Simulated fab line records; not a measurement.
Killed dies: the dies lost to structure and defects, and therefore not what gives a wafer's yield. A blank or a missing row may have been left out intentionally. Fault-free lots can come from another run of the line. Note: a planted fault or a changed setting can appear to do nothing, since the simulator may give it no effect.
Problem report, 8D (eight disciplines) form, completed by code	flow n5_finfet	the parts of the form that need people (team, actions taken, sign-off) are left out

## 1. PROBLEM STATEMENT
At N5_BEOL_M2_OCD_MEAS_38, trench_depth_nm averages 68.5 nm over 2 wafers from 2 lots, while fault-free wafers read 55.9 nm, standard deviation 0.71. That is +18 standard deviations from the usual mean.
First seen on wafer L520.1, day 8 18:23, on ocd-01. At this step, 24 wafers from 8 lots have a number in the record. By rule, "out" or "out of limits" means more than 4 standard deviations away from the usual mean. All remaining wafers that have a number are taken as sound.

## 2. WHAT IT IS, WHAT IT ISN'T
question	is	is not
which readings at this step	trench_depth_nm	-
which lots	L520, L522	L514, L521, L527, L533, L534, L535
which wafers of those lots	L520.1, L522.1	L520.3, L520.4, L522.3, L522.4
read on which gauges	ocd-01, ocd-02	-
when	from day 8 18:23	up to then (5 sound wafers); but 17 sound wafers of L521, L522, L527, L533, L534, L535 came after

## 3. WHAT RULES OUT EACH SUSPECT
Counting: a tool at a process step up to the reading stays a suspect if it ran every lot that is out. Sound lots after the first of them don't rule it out here, since some wafers of a struck lot are sound.
- the gauge at N5_BEOL_M2_OCD_MEAS_38 has been ruled out. The wafers that are out were read on 2 gauges (ocd-01, ocd-02).
- ald_sin-03 at N5_BEOL_M2_ALD_98 (deposits SiO2, target thk 2.5 nm, pulse time 1 s, co reactant pulse time 1 s): kept. It ran every lot that is out, first L520 (day 8 10:47).
- rie_diel-01 at N5_BEOL_M2_TRENCH_ETCH_37 (etches SiOC in C4F6/O2, target depth 55.555 nm, time 29.2 s): kept. Every lot that is out went through it, the first being L520 (day 8 18:14); the last sound lot it ran before that was L514 (day 7 02:49). Its own readings are out on those wafers: run_length_s.
Remaining after the count are ald_sin-03 at N5_BEOL_M2_ALD_98 and rie_diel-01 at N5_BEOL_M2_TRENCH_ETCH_37.

## 4. THE CAUSE (what the simulator had put in)
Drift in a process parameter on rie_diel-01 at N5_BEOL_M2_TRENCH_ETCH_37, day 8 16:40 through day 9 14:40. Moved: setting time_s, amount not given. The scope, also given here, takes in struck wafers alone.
Of the 2 suspects that counting leaves, this tool is one.

## 5. THE EFFECT CHAIN, in route order
Each row: a reading whose mean over the struck wafers that have a number lies more than 3 standard deviations from the usual. Readings are gone through only where the record gives a usual standard deviation; hours: the median, over the lots, of the time from a lot's start at the first step in this table giving one to that lot's start at this step; sigmas: the change measured in usual standard deviations.
hours	step	reading	usual	on struck wafers	change	sigmas
0	N5_BEOL_M2_TRENCH_ETCH_37	run_length_s	52.5 s	58.5	+6.0	+15
0	N5_BEOL_M2_OCD_MEAS_38	trench_depth_nm	55.9 nm	68.5	+12.6	+18
4	N5_BEOL_M2_THK_MEAS_53	M2_THK	40.3 nm	51.9	+11.6	+11
4	N5_BEOL_M2_RS_MEAS_58	M2_RS	0.666 ohm/sq	0.482	-0.184	-7.7
37	N5_BEOL_M4_RC_MEAS_101	SERP_M2	192 ohm/um	146	-46	-4.2
37	N5_BEOL_M4_RC_MEAS_101	SERP_M2_max_site	204 ohm/um	158	-46	-3.8
Process steps it contains:
- N5_BEOL_M2_TRENCH_ETCH_37: etches SiOC in C4F6/O2, target depth 55.555 nm, time 29.2 s.

## 6. WHAT WOULD HAVE CAUGHT IT SOONER
The first out-of-limits reading at a measuring or inspecting step in this record came at day 8 18:23, 2 hours after the fault's start at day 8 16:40.
The tool's own readings at N5_BEOL_M2_TRENCH_ETCH_37 were out on every struck wafer that the step has a row for (run_length_s): an alarm limit on them would have fired on the first of those.
Lots out: 2; of these, L522 started N5_BEOL_M2_TRENCH_ETCH_37 on rie_diel-01 after day 8 18:23. A tool hold placed at that time would have kept it from harm.
